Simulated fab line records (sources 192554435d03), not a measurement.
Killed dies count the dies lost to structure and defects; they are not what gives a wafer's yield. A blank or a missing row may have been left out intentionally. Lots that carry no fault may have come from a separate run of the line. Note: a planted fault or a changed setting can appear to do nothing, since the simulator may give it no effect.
fab line records -- flow n5-finfet
[record] lots = 11, wafers = 33, last-day = 17
route steps=1938 shown PMOS_HMC_CHANNEL_EPI@67 FIN_SAQP@95
lots untouched by any fault: they come from a run of this same line in which no faults occurred
start-h: the number of hours between the record's first day and the start of the first shown wafer of the lot -- wait-h: hours elapsed since this lot's preceding step -- " same as the row above -- L1.1+2: one row covering several wafers at once -- - value missing, or start not given -- * or withheld: withheld -- < > ~ a bound
route shown NAME@n: NAME is a module with steps in the file, n the number in the route of the first one -- usual: average and standard deviation across the fault-free wafers -- same: alike in all rows -- chamber/n: place in a boat -- sites: the reading at each site -- _std_site: standard deviation across them -- _edge_site: inner sites' mean taken away from outer sites' mean -- radius-mm: how far each site lies from the wafer's centre -- mask NAME#n: copy n -- behind: the tool/chamber that last shaped the wafer -- hold: reason for holding the lot/hours on hold/outcome of the hold -- device: the transistor (n, p or np) that didn't switch -- end of line: tests of these same wafers at the route's end -- step lacking rows: just its recipe -- killed: the dies lost at the first sort to structure and to defects; this is not the yield of the wafer -- map: shows each die of a wafer: x if killed, . if not, _ if none is there
set.NAME: the setting the step ran with; set.NAME@STEP: the setting that earlier step ran with -- model.NAME: the simulator's own value behind a step, which no gauge read
a sample of lots followed through the steps of the route, with each step as a table and each wafer as a row
services: from which hour (start-h, from the record's first day; less than 0 if before it) a tool's chamber was out of use, for how many hours, and why
[[steps]]
[step N5_PMOS_HMC_CHANNEL_EPI_INSPECT_11]
[recipe] mode = adi, inspect-instrument = macro
[usual] raw-defect-count = 2.2/1.6
lot.wafer,tool,chamber,start-h,wait-h,raw-defect-count
L204.2,defect-inspect-01,-,17.34,0.0,2
L204.3,defect-inspect-01,-,17.34,0.0,2
L204.5,defect-inspect-01,-,17.34,0.0,8
L205.2,defect-inspect-01,-,23.45,0.0,3
L205.3,defect-inspect-01,-,23.45,0.0,1
L205.4,defect-inspect-01,-,23.45,0.0,0
L206.1,defect-inspect-01,-,29.39,0.0,2
L206.2,defect-inspect-01,-,29.39,0.0,5
L206.5,defect-inspect-01,-,29.39,0.0,1
L209.1,defect-inspect-02,-,47.65,0.0,2
L209.4,defect-inspect-02,-,47.65,0.0,2
L209.5,defect-inspect-02,-,47.65,0.0,1
L216.3,defect-inspect-02,-,88.97,0.0,2
L216.5,defect-inspect-02,-,88.97,0.0,0
L216.6,defect-inspect-02,-,88.97,0.0,1
L217.3,defect-inspect-02,-,95.20,0.0,2
L217.4,defect-inspect-02,-,95.20,0.0,1
L217.5,defect-inspect-02,-,95.20,0.0,2
L218.1,defect-inspect-02,-,101.19,0.0,5
L218.4,defect-inspect-02,-,101.19,0.0,1
L218.5,defect-inspect-02,-,101.19,0.0,2
L219.1,defect-inspect-02,-,107.48,0.0,3
L219.2,defect-inspect-02,-,107.48,0.0,1
L219.6,defect-inspect-02,-,107.48,0.0,2
L220.3,defect-inspect-01,-,113.37,0.0,3
L220.4,defect-inspect-01,-,113.37,0.0,1
L220.5,defect-inspect-01,-,113.37,0.0,0
L224.1,defect-inspect-01,-,136.99,0.0,4
L224.2,defect-inspect-01,-,136.99,0.0,2
L224.4,defect-inspect-01,-,136.99,0.0,1
L225.1,defect-inspect-01,-,143.35,0.0,2
L225.3,defect-inspect-01,-,143.35,0.0,1
L225.6,defect-inspect-01,-,143.35,0.0,3
[step N5_PMOS_HMC_CHANNEL_EPI_STRIP_33]
[recipe] chemistry = N2/H2, power-w = 500, temp-c = 40, pressure-mtorr = 50, rf-frequency-hz = 6e+07, overash-fraction = 0.3, bias-power-w = 8, h2-frac = 0.5, n2-flow-sccm = 300, h2-flow-sccm = 300
[usual] drypump-motor-current-A = 5.8/0.41, oes-product-au = 0.80/0.077, rf-vpp-V = 54.5/1.7, showerhead-plenum-p-Torr = 3.36/0.11, temp-c = 40.00/0.11, throttle-valve-pct = 18.85/0.29
lot.wafer,tool,chamber,start-h,wait-h,drypump-motor-current-A,oes-product-au,rf-hours-counter-h,rf-vpp-V,showerhead-plenum-p-Torr,temp-c,throttle-valve-pct
L204.2,rie-diel-05,0,17.51,0.0,5.9,0.70,218,53.2,3.46,40.13,19.42
L204.3,rie-diel-05,1,17.51,0.0,6.1,0.84,58,51.7,3.27,39.93,18.73
L204.5,rie-diel-05,1,17.51,0.0,6.1,0.84,-,55.3,3.27,40.17,18.73
L205.2,rie-diel-05,1,23.61,0.0,6.2,0.85,61,55.7,3.27,39.93,18.73
L205.3,rie-diel-05,3,23.61,0.0,6.2,0.76,174,53.8,3.48,39.93,19.06
L205.4,rie-diel-05,0,23.61,0.0,5.9,0.70,220,56.3,3.46,40.04,19.41
L206.1,rie-diel-01,1,29.55,0.0,6.4,0.94,7,55.6,3.31,39.93,18.83
L206.2,rie-diel-01,0,29.55,0.0,6.1,0.75,177,53.8,3.48,40.13,18.86
L206.5,rie-diel-01,2,29.55,0.0,5.1,0.88,-,55.0,3.27,40.08,18.94
L209.1,rie-diel-04,0,47.82,0.0,5.1,0.79,118,53.7,3.35,40.03,18.45
L209.4,rie-diel-04,3,47.82,0.0,5.7,0.70,207,54.9,3.17,40.11,18.77
L209.5,rie-diel-04,2,47.82,0.0,5.6,0.68,-,56.4,3.17,39.93,18.55
L216.3,rie-diel-05,2,89.20,0.0,5.3,0.83,79,57.4,3.42,40.03,19.02
L216.5,rie-diel-05,1,89.20,0.0,6.2,0.82,-,55.9,3.26,40.09,18.75
L216.6,rie-diel-05,0,89.20,0.0,5.9,0.69,-,49.1,3.45,39.98,19.40
L217.3,rie-diel-01,2,95.36,0.0,5.1,0.84,68,52.5,3.26,39.89,18.96
L217.4,rie-diel-01,0,95.36,0.0,6.1,0.72,196,54.7,3.47,39.81,18.93
L217.5,rie-diel-01,2,95.36,0.0,5.2,0.83,-,55.5,3.26,40.04,18.96
L218.1,rie-diel-05,1,101.36,0.0,6.2,0.80,84,55.0,3.25,40.11,18.75
L218.4,rie-diel-05,0,101.36,0.0,5.9,0.69,243,54.8,3.45,40.01,19.43
L218.5,rie-diel-05,0,101.36,0.0,5.9,0.69,-,51.8,3.45,39.91,19.45
L219.1,rie-diel-04,2,107.65,0.0,5.6,0.68,246,55.9,3.17,40.08,18.58
L219.2,rie-diel-04,0,107.65,0.0,5.1,0.78,133,58.6,3.34,40.06,18.50
L219.6,rie-diel-04,2,107.65,0.0,5.6,0.67,-,52.1,3.17,40.10,18.59
L220.3,rie-diel-05,2,113.83,0.0,5.3,0.82,87,56.7,3.42,39.92,19.07
L220.4,rie-diel-05,1,113.83,0.0,6.1,0.81,88,51.5,3.25,39.92,18.77
L220.5,rie-diel-05,3,113.83,0.0,6.2,0.74,-,52.4,3.46,39.99,19.10
L224.1,rie-diel-04,0,137.16,0.0,5.1,0.78,143,54.3,3.34,39.86,18.54
L224.2,rie-diel-04,3,137.16,0.0,5.7,0.69,236,52.2,3.16,40.08,18.80
L224.4,rie-diel-04,3,137.16,0.0,5.7,0.68,-,57.2,3.16,40.16,18.83
L225.1,rie-diel-05,1,143.51,0.0,6.2,0.79,96,54.9,3.25,39.96,18.84
L225.3,rie-diel-05,3,143.51,0.0,6.2,0.72,212,54.1,3.46,39.97,19.13
L225.6,rie-diel-05,3,143.51,0.0,6.2,0.72,-,54.4,3.46,40.14,19.11
[step N5_PMOS_HMC_CHANNEL_EPI_FIN_RECESS_16]
[recipe] chemistry = HBr/Cl2, target = Si, mask-material = SiO2, target-depth-a = 540, time-s = 18, pressure-mtorr = 10, icp-w = 800, bias-w = 75, HBr_flow_sccm = 150, Cl2_flow_sccm = 80
[usual] drypump-motor-current-A = 5.8/0.49, mfc-cl2-sccm = 79.98/0.25, oes-product-au = 1.001/0.012, throttle-valve-pct = 35.30/0.27
lot.wafer,tool,chamber,start-h,wait-h,drypump-motor-current-A,mfc-cl2-sccm,oes-product-au,rf-hours-counter-h,throttle-valve-pct
L204.2,rie-si-03,1,17.83,0.0,5.4,80.39,0.995,185,34.93
L204.3,rie-si-03,0,17.83,0.0,5.7,80.20,1.002,96,35.60
L204.5,rie-si-03,0,17.83,0.0,5.7,80.03,1.010,-,35.58
L205.2,rie-si-02,1,23.96,0.0,5.3,79.94,0.987,193,35.34
L205.3,rie-si-02,2,23.96,0.0,5.7,79.93,0.995,102,35.49
L205.4,rie-si-02,3,23.96,0.0,6.1,79.98,1.004,31,35.14
L206.1,rie-si-01,3,29.88,0.0,6.7,79.68,1.013,29,35.67
L206.2,rie-si-01,1,29.88,0.0,6.5,80.19,0.991,85,35.30
L206.5,rie-si-01,0,29.88,0.0,5.3,80.11,0.982,-,35.26
L209.1,rie-si-01,1,48.14,0.0,6.4,79.91,0.989,85,35.29
L209.4,rie-si-01,2,48.14,0.0,6.1,80.06,0.995,-,35.68
L209.5,rie-si-01,0,48.14,0.0,5.3,79.95,0.987,-,35.21
L216.3,rie-si-01,0,89.52,0.0,5.3,80.46,0.994,135,35.22
L216.5,rie-si-01,2,89.52,0.0,6.1,79.79,0.985,-,35.69
L216.6,rie-si-01,1,89.52,0.0,6.5,79.86,0.990,-,35.29
L217.3,rie-si-01,1,95.69,0.0,6.5,79.78,0.994,86,35.29
L217.4,rie-si-01,2,95.69,0.0,6.1,79.91,0.993,11,35.68
L217.5,rie-si-01,1,95.69,0.0,6.5,80.02,1.000,-,35.29
L218.1,rie-si-01,0,101.68,0.0,5.3,80.10,0.997,135,35.23
L218.4,rie-si-01,2,101.68,0.0,6.1,80.14,1.000,11,35.67
L218.5,rie-si-01,1,101.68,0.0,6.4,80.07,0.994,-,35.28
L219.1,rie-si-02,1,107.97,0.0,5.4,80.04,0.980,195,35.36
L219.2,rie-si-02,3,107.97,0.0,6.1,80.52,1.008,32,35.15
L219.6,rie-si-02,2,107.97,0.0,5.7,80.33,0.992,-,35.51
L220.3,rie-si-02,2,114.15,0.0,5.7,79.90,0.997,104,35.50
L220.4,rie-si-02,3,114.15,0.0,6.1,80.07,1.002,32,35.13
L220.5,rie-si-02,1,114.15,0.0,5.3,79.80,0.979,-,35.36
L224.1,rie-si-02,3,137.48,0.0,6.1,79.67,1.004,33,35.15
L224.2,rie-si-02,0,137.48,0.0,5.4,79.65,1.010,34,34.78
L224.4,rie-si-02,0,137.48,0.0,5.4,79.77,1.012,-,34.78
L225.1,rie-si-03,2,143.84,0.0,5.0,80.13,1.014,91,35.31
L225.3,rie-si-03,3,143.84,0.0,6.2,80.22,1.026,1,35.28
L225.6,rie-si-03,1,143.84,0.0,5.4,80.08,1.012,-,34.90
[step N5_PMOS_HMC_CHANNEL_EPI_THK_MEAS_22]
[recipe] reads = SiGe30_of_PMOS_HMC_CHANNEL_EPI_EPI_20
[usual] HMC_CMP_THK = 53.3/0.67
lot.wafer,tool,chamber,start-h,wait-h,HMC_CMP_THK[nm]
L204.2,film-metro-01,-,20.03,-,52.9
L204.3,film-metro-01,-,20.03,-,53.5
L204.5,film-metro-01,-,20.03,-,53.4
L205.2,film-metro-01,-,25.76,-,54.5
L205.3,film-metro-01,-,25.76,-,53.0
L205.4,film-metro-01,-,25.76,-,54.4
L206.1,film-metro-01,-,32.09,-,52.6
L206.2,film-metro-01,-,32.09,-,52.2
L206.5,film-metro-01,-,32.09,-,52.1
L209.1,film-metro-02,-,50.34,-,52.8
L209.4,film-metro-02,-,50.34,-,53.6
L209.5,film-metro-02,-,50.34,-,53.0
L216.3,film-metro-02,-,91.33,-,52.7
L216.5,film-metro-02,-,91.33,-,43.7
L216.6,film-metro-02,-,91.33,-,52.9
L217.3,film-metro-02,-,97.49,-,52.6
L217.4,film-metro-02,-,97.49,-,44.2
L217.5,film-metro-02,-,97.49,-,52.6
L218.1,film-metro-01,-,103.48,-,53.2
L218.4,film-metro-01,-,103.48,-,44.4
L218.5,film-metro-01,-,103.48,-,52.5
L219.1,film-metro-02,-,109.77,-,53.8
L219.2,film-metro-02,-,109.77,-,53.8
L219.6,film-metro-02,-,109.77,-,52.7
L220.3,film-metro-02,-,115.96,-,52.6
L220.4,film-metro-02,-,115.96,-,54.3
L220.5,film-metro-02,-,115.96,-,53.4
L224.1,film-metro-01,-,139.61,-,54.0
L224.2,film-metro-01,-,139.61,-,53.0
L224.4,film-metro-01,-,139.61,-,52.9
L225.1,film-metro-02,-,145.64,-,54.8
L225.3,film-metro-02,-,145.64,-,54.2
L225.6,film-metro-02,-,145.64,-,54.4
[step N5_FIN_SAQP_DENSIFY_62]
[recipe] temp-c = 700, time-s = 60, ambient = N2, idle-temp-c = 600, ramp-up-c-per-s = 150, ramp-down-c-per-s = 60, cool-to-c = 600
[usual] lamp-power-pct = 9.86/0.053, wafer_temp_C_max = 703.3/0.66
lot.wafer,tool,chamber,start-h,wait-h,lamp-power-pct,wafer_temp_C_max
L204.2,rtp-anneal-01,0,21.18,0.2,9.76,702.2
L204.3,rtp-anneal-01,0,21.18,0.2,9.80,702.6
L204.5,rtp-anneal-01,0,21.18,0.2,9.88,702.4
L205.2,rtp-anneal-01,0,26.70,0.1,9.82,702.5
L205.3,rtp-anneal-01,0,26.70,0.1,9.89,703.6
L205.4,rtp-anneal-01,0,26.70,0.1,9.85,703.0
L206.1,rtp-anneal-02,0,32.90,0.1,9.78,702.6
L206.2,rtp-anneal-02,0,32.90,0.1,9.83,702.8
L206.5,rtp-anneal-02,0,32.90,0.1,9.89,703.1
L209.1,rtp-anneal-01,0,51.25,0.1,9.84,703.1
L209.4,rtp-anneal-01,0,51.25,0.1,9.86,702.7
L209.5,rtp-anneal-01,0,51.25,0.1,9.95,704.2
L216.3,rtp-anneal-02,0,92.20,0.2,9.85,702.8
L216.5,rtp-anneal-02,0,92.20,0.2,9.90,702.7
L216.6,rtp-anneal-02,0,92.20,0.2,9.92,702.5
L217.3,rtp-anneal-02,0,101.96,0.2,9.89,702.3
L217.4,rtp-anneal-02,0,101.96,0.2,9.77,702.6
L217.5,rtp-anneal-02,0,101.96,0.2,9.85,702.7
L218.1,rtp-anneal-02,0,104.28,0.1,9.90,702.9
L218.4,rtp-anneal-02,0,104.28,0.1,9.86,703.0
L218.5,rtp-anneal-02,0,104.28,0.1,9.83,703.3
L219.1,rtp-anneal-02,0,110.58,0.1,9.90,702.8
L219.2,rtp-anneal-02,0,110.58,0.1,9.81,702.9
L219.6,rtp-anneal-02,0,110.58,0.1,9.80,702.9
L220.3,rtp-anneal-02,0,117.56,0.2,9.93,702.7
L220.4,rtp-anneal-02,0,117.56,0.2,9.78,703.7
L220.5,rtp-anneal-02,0,117.56,0.2,9.88,703.3
L224.1,rtp-anneal-01,0,140.43,0.1,9.91,703.7
L224.2,rtp-anneal-01,0,140.43,0.1,9.87,702.7
L224.4,rtp-anneal-01,0,140.43,0.1,9.88,704.6
L225.1,rtp-anneal-01,0,146.57,0.1,9.89,703.1
L225.3,rtp-anneal-01,0,146.57,0.1,9.92,703.0
L225.6,rtp-anneal-01,0,146.57,0.1,9.95,703.2
[[services]]
tool,chamber,start-h,hours,kind
rie-diel-04,1,-6.00,-,clean
rie-diel-04,1,-6.00,-,consumable-replace:focus-ring
rie-diel-04,1,-6.00,-,consumable-replace:showerhead
rie-diel-05,0,-5.69,2.6,repair
rie-diel-05,3,36.92,2.7,repair
rie-si-01,3,48.04,8.9,repair
rie-diel-04,1,56.27,4.2,repair
rie-si-03,3,58.88,6.8,repair
rie-diel-05,-,60.59,0.6,repair
rie-si-03,0,70.48,7.0,repair
rie-si-01,-,78.17,0.7,repair
rie-diel-04,0,80.56,7.8,repair
rie-diel-01,-,98.51,2.8,pm
rie-diel-01,3,111.79,13.2,repair
rie-diel-05,0,123.19,-,clean
rie-diel-05,0,123.19,-,consumable-replace:focus-ring
rie-diel-05,0,123.19,28.3,scheduled-down
rie-diel-05,0,123.19,28.3,vent-cycle
rie-diel-01,0,123.46,131.8,repair
rie-diel-05,1,126.84,5.4,repair
rie-si-02,1,129.08,9.9,repair
rie-si-02,1,140.73,-,clean
rie-si-02,1,140.73,18.0,scheduled-down
rie-si-02,1,140.73,18.0,vent-cycle
[[key]]
[first-sign] step = N5_PMOS_HMC_CHANNEL_EPI_THK_MEAS_22, reading = HMC_CMP_THK, direction = down, sigmas = 14, usual = 53.3, struck = 44.1
effect none on later readings
met-at N5_PMOS_HMC_CHANNEL_EPI_FIN_RECESS_16
struck-lots L216,L217,L218
struck-wafers L216.5,L217.4,L218.4
tester-left-out L216,L217,L218
not-acting-at N5_PMOS_HMC_CHANNEL_EPI_INSPECT_11,N5_PMOS_HMC_CHANNEL_EPI_STRIP_33,N5_FIN_SAQP_DENSIFY_62
onset-between 48.14 89.52
[fault] kind = process-parameter-drift, tool = rie-si-01, chamber = 2, onset-h = 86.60, steps = N5_PMOS_HMC_CHANNEL_EPI_FIN_RECESS_16, channel = time-s, offset = *, shape = step, end-h = 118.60, acts-in = *, stated = *
// tester-left-out: of these lots the tester's yield and bins aren't shown, on N5 and GAA mostly nor the transistor test; their killed dies are dies lost to structure and defects alone, not to doping, threshold or leakage, so they don't give the yield
